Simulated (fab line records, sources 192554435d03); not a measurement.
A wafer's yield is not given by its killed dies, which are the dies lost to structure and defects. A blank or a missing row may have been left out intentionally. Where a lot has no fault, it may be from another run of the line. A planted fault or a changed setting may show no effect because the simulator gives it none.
Chamber matching ; flow n5_finfet ; 4 sister chambers for N5_BEOL_M14_ETCH_59 on rie_diel-02
The step etches BARC in N2/H2, target depth 89 nm, overetch 26.7 nm, time 67.9 s. 4 wafers are shown with their chamber, then 8 later ones without.

## WAFERS, EACH WITH ITS CHAMBER
wafer;chamber;drypump_motor_current_A (A)
L082.6;1;5.9
L085.5;3;6.6
L085.6;0;6.1
L089.1;2;5.6

## WAFERS WITHOUT THEIR CHAMBER
wafer;drypump_motor_current_A (A)
L089.3;5.9
L089.4;6.5
L093.1;6.1
L093.4;5.9
L093.6;6.5
L092.2;6.1
L092.4;5.6
L092.6;6.6

## WHICH CHAMBER EACH WENT THROUGH
wafer;from the rows above;in truth
L089.3;1;1
L089.4;3;3
L093.1;0;0
L093.4;1;1
L093.6;3;3
L092.2;0;0
L092.4;2;2
L092.6;3;3
Correctly placed: 8 of 8. Left unplaced by these rows: 0. Number placed wrongly: 0.
How it was worked out, from the rows above alone: a wafer's distance from a chamber is the root of the sum, over the readings, of the square of ((its reading less the chamber's mean) divided by the reading's scatter). The wafer belongs to the nearest chamber; if the next one is less than 2 further off, it can't be placed. Each chamber's mean is taken over the wafers shown for it. The scatter (one wafer shown for each chamber): square how far every hidden wafer sits from the nearest shown wafer, average those squares and take the square root.
